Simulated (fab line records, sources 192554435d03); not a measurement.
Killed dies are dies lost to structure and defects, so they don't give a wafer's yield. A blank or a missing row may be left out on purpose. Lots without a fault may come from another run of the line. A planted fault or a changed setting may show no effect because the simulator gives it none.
fab line records | flow n5_finfet
record lots=11 wafers=33 last_day=19
route steps=1938 shown BEOL_M9@1446 PASSIVATION@1936
lots that met no fault: from a run of the same line without faults
start_h: hours from the record's first day to the start of the lot's first wafer shown | wait_h: hours since the lot's step before | " the same as in the row above | L1.1+2: a row that stands for several wafers | - no value, or no start given | * or withheld: withheld | < > ~ a bound
route shown NAME@n: a module of which the file shows steps, and the number in the route of the first | usual: mean/standard deviation of fault-free wafers | same: alike in all rows | chamber/n: place in a boat | sites: the reading at each site | _std_site: their standard deviation | _edge_site: outer sites' mean less inner sites' | radius_mm: how far each site lies from the wafer's centre | mask NAME#n: copy n | behind: the tool/chamber that last shaped the wafer | hold: why the lot was held/for how many hours/how that ended | device: the transistor (n, p or np) that didn't switch | end of line: the same wafers' tests at the end of the route | a step without rows: its recipe alone | killed: dies lost to structure and defects at the first sort, not the wafer's yield | map: a wafer's dies, x killed, . not, _ none there
set.NAME: the setting as run; set.NAME@STEP: as run at that earlier step | model.NAME: the simulator's own value behind a step, which no gauge read
steps of the route over a sample of lots; a table a step, a row a wafer
services: from which hour (start_h, from the record's first day; less than 0 if before it) a tool's chamber was out of use, for how many hours, and why
## steps
# step N5_BEOL_M9_TRENCH_ETCH_37
# recipe chemistry=C4F6/O2 target_depth_a=1514.3 target=SiCOH_lowk time_s=49 ion_energy_ev=250 pressure_mtorr=30 source_w=345 bias_w=185 Ar_flow_sccm=300 C4F6_flow_sccm=10 O2_flow_sccm=10
# usual drypump_motor_current_A=5.4/0.31 oes_o_777_au=0.84/0.082 oes_product_au=0.83/0.078 rf_fwd_power_W=341.5/1.7 rf_vpp_V=661/15 showerhead_plenum_p_Torr=2.85/0.075 throttle_valve_pct=20.99/0.24
# columns lot.wafer tool chamber start_h wait_h drypump_motor_current_A oes_o_777_au oes_product_au rf_fwd_power_W rf_hours_counter_h rf_vpp_V showerhead_plenum_p_Torr throttle_valve_pct
L254.1 rie_diel-01 3 - - 5.3 0.79 0.83 340.4 110 687 2.90 21.13
L254.2 " 1 " " 5.7 0.73 0.73 340.0 173 677 2.97 21.08
L254.3 " 2 " " 5.1 0.84 0.84 341.4 90 646 2.89 21.09
L253.3 rie_diel-04 1 - - 5.6 1.00 0.98 344.3 9 668 2.91 20.97
L253.4 " 3 " " 5.2 0.89 0.90 339.8 - 647 2.80 20.90
L253.6 " 1 " " 5.6 1.00 0.96 343.6 - 669 2.91 20.97
L256.1 rie_diel-04 0 - - 5.3 0.96 0.96 342.3 2 673 2.93 21.12
L256.3 " 3 " " 5.2 0.88 0.89 340.5 39 646 2.80 20.91
L256.4 " 1 " " 5.6 0.98 0.95 342.6 - 668 2.91 20.99
L258.1 rie_diel-06 3 - - 4.9 0.71 0.71 337.9 214 641 2.79 20.94
L258.4 " 2 " " 5.4 0.81 0.80 341.7 - 671 2.89 20.67
L258.5 " 1 " " 5.7 0.95 0.95 341.3 - 671 2.78 20.39
L257.1 rie_diel-01 2 - - 5.1 0.82 0.82 340.9 103 645 2.88 21.11
L257.4 " 2 " " 5.1 0.82 0.82 341.1 - 645 2.88 21.10
L257.5 " 3 " " 5.3 0.78 0.81 342.1 - 686 2.89 21.16
L260.2 rie_diel-01 2 - - 5.1 0.83 0.83 343.8 108 645 2.88 21.11
L260.5 " 1 " " 5.7 0.72 0.73 340.6 - 678 2.96 21.11
L260.6 " 2 " " 5.1 0.82 0.82 341.4 - 646 2.88 21.12
L263.1 rie_diel-06 3 - - 4.9 0.70 0.70 338.0 225 640 2.78 20.95
L263.2 " 0 " " 5.5 0.74 0.70 339.7 217 639 2.70 21.39
L263.3 " 2 " " 5.4 0.80 0.79 341.2 97 672 2.88 20.70
L268.4 rie_diel-04 3 - - 5.2 0.85 0.82 339.9 - 646 2.79 20.95
L268.5 " 0 " " 5.3 0.88 0.86 342.9 - 670 2.91 21.15
L268.6 " 1 " " 5.6 0.92 0.88 342.3 - 666 2.89 21.03
L270.2 rie_diel-01 1 - - 5.8 0.70 0.71 340.0 208 678 2.95 21.14
L270.4 " 2 " " 5.1 0.81 0.80 343.4 125 645 2.87 21.14
L270.6 " 3 " " 5.3 0.76 0.79 341.5 - 685 2.88 21.18
L274.2 rie_diel-06 3 - - 4.9 0.69 0.69 340.0 239 638 2.78 20.97
L274.4 " 1 " " 5.8 0.90 0.89 341.6 32 669 2.77 20.40
L274.6 " 3 " " 4.9 0.69 0.69 339.3 - 639 2.78 20.98
L273.2 rie_diel-06 0 - - 5.5 0.72 0.68 339.2 238 638 2.69 21.38
L273.5 " 3 " " 4.9 0.68 0.68 339.1 - 639 2.77 20.97
L273.6 " 0 " " 5.5 0.72 0.68 339.0 - 637 2.69 21.41
# step N5_BEOL_M9_CURE_72
# recipe temp_c=370 time_s=120 ambient=DMADMS/He material=SiCOH_lowk
# usual lamp_power_pct=52.31/0.049 wafer_temp_C_max=371.5/0.36
# columns lot.wafer tool chamber start_h wait_h lamp_power_pct wafer_temp_C_max
L254.1 uv_cure-03 1 247.00 0.0 52.31 371.1
L254.2 " 1 " " 52.34 371.6
L254.3 " 1 " " 52.36 371.3
L253.3 uv_cure-03 1 252.98 0.1 52.39 371.4
L253.4 " 1 " " 52.31 371.7
L253.6 " 1 " " 52.23 371.5
L256.1 uv_cure-02 1 269.34 0.6 52.34 371.4
L256.3 " 1 " " 52.36 371.3
L256.4 " 1 " " 52.23 372.3
L258.1 uv_cure-03 0 280.67 0.0 52.33 371.2
L258.4 " 0 " " 52.26 371.5
L258.5 " 0 " " 52.28 371.6
L257.1 uv_cure-01 0 288.45 0.0 52.35 371.9
L257.4 " 0 " " 52.24 371.5
L257.5 " 0 " " 52.36 371.7
L260.2 uv_cure-02 2 305.76 0.1 52.29 372.1
L260.5 " 2 " " 52.30 372.2
L260.6 " 2 " " 52.28 372.0
L263.1 uv_cure-01 1 319.46 0.0 52.27 371.3
L263.2 " 1 " " 52.36 371.3
L263.3 " 1 " " 52.35 370.8
L268.4 uv_cure-01 2 347.19 0.2 52.29 371.2
L268.5 " 2 " " 52.32 371.8
L268.6 " 2 " " 52.38 371.4
L270.2 uv_cure-03 0 358.60 0.1 52.37 371.3
L270.4 " 0 " " 52.28 371.4
L270.6 " 0 " " 52.22 371.7
L274.2 uv_cure-03 0 365.39 0.1 52.28 371.3
L274.4 " 0 " " 52.27 371.3
L274.6 " 0 " " 52.40 371.9
L273.2 uv_cure-02 2 384.48 0.1 52.39 371.4
L273.5 " 2 " " 52.28 371.9
L273.6 " 2 " " 52.30 371.8
# step N5_BEOL_M9_PRE_CLEAN_45
# recipe gas=H2/He time_s=30 temp_c=250
# usual heater_power_w=321/18
# columns lot.wafer tool chamber start_h wait_h heater_power_w
L254.1 pvd_sputter-03 - 247.51 0.0 337
L254.2 " - " " 314
L254.3 " - " " 326
L253.3 pvd_sputter-02 - 253.29 0.0 308
L253.4 " - " " 317
L253.6 " - " " 304
L256.1 pvd_sputter-02 - 271.64 0.0 286
L256.3 " - " " 326
L256.4 " - " " 309
L258.1 pvd_sputter-03 - 283.31 0.0 343
L258.4 " - " " 318
L258.5 " - " " 323
L257.1 pvd_sputter-02 - 289.16 0.0 320
L257.4 " - " " 314
L257.5 " - " " 308
L260.2 pvd_sputter-03 - 306.07 0.0 348
L260.5 " - " " 314
L260.6 " - " " 347
L263.1 pvd_sputter-02 - 319.92 0.0 284
L263.2 " - " " 319
L263.3 " - " " 312
L268.4 pvd_sputter-02 - 347.47 0.0 284
L268.5 " - " " 282
L268.6 " - " " 306
L270.2 pvd_sputter-01 - 358.93 0.0 322
L270.4 " - " " 331
L270.6 " - " " 325
L274.2 pvd_sputter-02 - 366.53 0.0 308
L274.4 " - " " 304
L274.6 " - " " 307
L273.2 pvd_sputter-02 - 385.00 0.0 310
L273.5 " - " " 312
L273.6 " - " " 314
# step N5_BEOL_M9_ECD_50
# recipe material=Cu target_thk_a=3180
# columns lot.wafer tool chamber start_h wait_h
L254.1+2+3 ecd_cu-02 1,0,0 248.29 0.1
L253.3+4+6 ecd_cu-01 0,1,0 254.30 0.1
L256.1+3+4 ecd_cu-02 0,1,0 272.37 0.1
L258.1+4+5 ecd_cu-01 1,1,0 284.28 0.1
L257.1+4+5 ecd_cu-02 0,1,1 289.99 0.1
L260.2+5+6 ecd_cu-02 0,1,0 307.46 0.1
L260.2+5+6 ecd_cu-02 0,1,0 307.85 0.4
L263.1+2+3 ecd_cu-02 1,0,1 320.93 0.1
L263.1+2+3 ecd_cu-02 1,0,1 321.22 0.3
L268.4+5+6 ecd_cu-01 1,0,1 348.41 0.1
L270.2+4+6 ecd_cu-02 0 359.69 0.1
L274.2+4+6 ecd_cu-01 0,1,0 367.36 0.1
L273.2+5+6 ecd_cu-01 1,0,1 386.12 0.1
# step N5_BEOL_M9_CMP_52
# recipe stop_on=SiCOH_lowk t_overpolish_s=7 down_force_psi=1 platen_rpm=50 clearing_platen_down_force_psi=1.5 clearing_platen_rpm=50 post_cmp_clean=cu_alkaline target_thk_nm=140 clearing_platen_pad_velocity_m_s=0.99484 pad_velocity_m_s=0.99484
# usual barrier_field_endpoint_s=29.1/0.93 motor_current_A=6.2/0.78 overpolish_run_s=7.000/0.0092 time_to_endpoint_s=67/4.7
# columns lot.wafer tool chamber start_h wait_h barrier_field_endpoint_s motor_current_A overpolish_run_s time_to_endpoint_s
L254.3 cmp-01 1 248.73 0.2 30.1 6.1 6.996 70
L254.1 " 2 " " 29.6 6.9 6.998 70
L254.2 " 3 " " 28.3 6.5 7.007 60
L253.4 cmp-03 3 254.89 0.2 28.3 6.1 6.994 56
L253.3 " 1 " " 29.2 6.2 7.005 62
L253.6 " 2 " " 27.7 5.9 6.998 59
L256.4 cmp-03 3 272.78 0.1 28.8 6.1 6.992 63
L256.3 " 0 " " 28.9 4.7 7.001 68
L256.1 " 1 " " 28.6 6.0 7.002 67
L258.1 cmp-01 3 284.73 0.3 28.1 6.4 6.996 62
L258.4 " 1 " " 29.3 6.1 7.019 67
L258.5 " 2 " " 29.6 7.0 7.015 69
L257.4 cmp-03 1 291.00 0.2 28.7 6.6 7.005 71
L257.1 " 2 " " 29.0 5.7 6.997 68
L257.5 " 1 " " 29.4 6.1 7.009 68
L260.2 cmp-03 2 308.35 0.3 28.9 5.6 7.008 138
L260.5 " 0 " " 29.0 4.7 6.999 139
L260.6 " 1 " " 29.0 6.6 6.983 140
L263.2 cmp-02 3 321.63 0.2 27.1 5.6 7.014 121
L263.3 " 1 " " 29.8 5.4 6.981 139
L263.1 " 2 " " 27.7 8.0 6.997 126
L268.4 cmp-01 3 348.83 0.2 28.3 6.1 7.002 61
L268.6 " 2 " " 28.5 7.0 7.007 66
L268.5 " 3 " " 28.3 6.3 6.988 62
L270.2 cmp-01 3 360.10 0.2 27.8 6.4 6.999 64
L270.4 " 0 " " 28.4 6.4 7.008 68
L270.6 " 3 " " 28.8 6.3 6.993 67
L274.2 cmp-02 1 368.00 0.2 29.9 5.4 7.003 75
L274.4 " 0 " " 29.7 6.7 6.999 63
L274.6 " 2 " " 30.7 7.7 6.997 70
L273.2 cmp-02 1 386.77 0.3 31.3 5.5 7.009 73
L273.6 " 0 " " 29.4 6.7 6.998 63
L273.5 " 1 " " 30.1 5.5 7.007 68
# step N5_PASSIVATION_PROBE_49
# usual defect_limited_yield=91.0/1.4 killed_at_M0_to_M3=34/10 killed_at_M4_up=15/5.5 killed_at_contacts=12/6.1 killed_at_front_end=41/12 killed_at_other=4/3.4 killed_dies=106/17 killed_open=70/13 killed_short=34/7.4 sort_bin_4_leakage=0.01/0.065 sort_bin_5_function=5.3/1 sort_bin_6_memory=3.4/0.69 sort_bin_8_speed=0.03/0.22 sort_n_pass=1073/17 sort_yield_pct=91.0/1.4
# same gross_dies=1180 killed_at_back_side=0
# columns lot.wafer tool chamber start_h wait_h defect_limited_yield[%] killed_at_M0_to_M3 killed_at_M4_up killed_at_contacts killed_at_front_end killed_at_other killed_dies killed_open killed_short sort_bin_4_leakage[%] sort_bin_5_function[%] sort_bin_6_memory[%] sort_bin_8_speed[%] sort_n_pass sort_yield_pct[%]
L263.1 prober-01 - 390.56 0.0 92.1 25 13 14 39 2 93 52 39 0 4.7 2.8 0 1087 92.1
L263.2 prober-01 - 390.61 0.1 90.4 29 26 18 34 6 113 70 42 0 6.6 2.5 0 1067 90.4
L263.3 prober-01 - 390.66 0.1 91.5 35 12 14 39 0 100 65 33 0 4.8 3.3 0 1080 91.5
# killed by level:class
L263.1 FIN_SAQP:geometric_particle:short=13 MOL_CONTACT_COAG:geometric_particle:open=11 BEOL_M0_SAQP:geometric_particle:short=7 BEOL_M3:geometric_particle:open=7 BEOL_M4:geometric_particle:open=7 FIN_SAQP:geometric_particle:open=5 STI_FIN_REVEAL:geometric_particle:open=5 BEOL_M0_SAQP:geometric_particle:open=5
L263.2 MOL_CONTACT_COAG:geometric_particle:open=12 BEOL_M4:geometric_particle:open=11 BEOL_M3:geometric_particle:open=10 FIN_SAQP:geometric_particle:open=7 FIN_SAQP:geometric_particle:short=6 MOL_CONTACT_COAG:geometric_particle:short=6 GATE_CUT:geometric_particle:short=5 BEOL_M2:geometric_particle:open=5
L263.3 FIN_SAQP:geometric_particle:open=14 MOL_CONTACT_COAG:geometric_particle:open=10 BEOL_M2:geometric_particle:short=9 FIN_SAQP:geometric_particle:short=8 BEOL_M1:geometric_particle:open=8 BEOL_M0_SAQP:geometric_particle:open=5 DUMMY_GATE:geometric_particle:open=4 MOL_CONTACT_COAG:geometric_particle:short=4
## services
# columns tool chamber start_h hours kind
cmp-01 - 226.86 3.7 repair
rie_diel-01 2 227.08 5.1 repair
ecd_cu-01 - 227.44 0.9 repair
cmp-02 - 232.28 5.7 pm
rie_diel-01 3 236.89 6.2 repair
ecd_cu-01 - 251.89 0.7 repair
ecd_cu-01 - 263.65 0.9 repair
rie_diel-04 2 263.90 132.0 repair
uv_cure-03 - 266.87 3.1 repair
cmp-02 - 272.20 4.0 pm
cmp-01 - 283.05 0.8 repair
cmp-01 - 289.12 6.4 repair
cmp-03 - 291.19 4.6 pm
cmp-01 - 303.17 1.2 repair
uv_cure-03 - 304.21 7.5 pm
ecd_cu-01 - 307.60 1.6 repair
ecd_cu-01 - 315.01 0.7 repair
ecd_cu-02 - 329.12 2.3 repair
ecd_cu-01 - 339.80 5.0 pm
cmp-01 - 349.02 4.0 pm
rie_diel-06 1 355.26 8.1 repair
cmp-03 - 365.02 1.9 repair
ecd_cu-02 - 376.99 3.6 repair
rie_diel-06 2 379.93 9.8 repair
## key
first_sign step=N5_BEOL_M9_ECD_50 reading=visit direction=added
effect step=N5_BEOL_M9_CMP_52 reading=time_to_endpoint_s direction=up sigmas=14 usual=* struck=*
met_at N5_BEOL_M9_ECD_50
struck_lots L260,L263
not_acting_at N5_BEOL_M9_TRENCH_ETCH_37,N5_BEOL_M9_CURE_72,N5_BEOL_M9_PRE_CLEAN_45
fault kind=repeated_step_whole tool=ecd_cu-01,ecd_cu-02 chamber=- onset_h=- steps=N5_BEOL_M9_ECD_50 times=1 scope=struck_lots_only
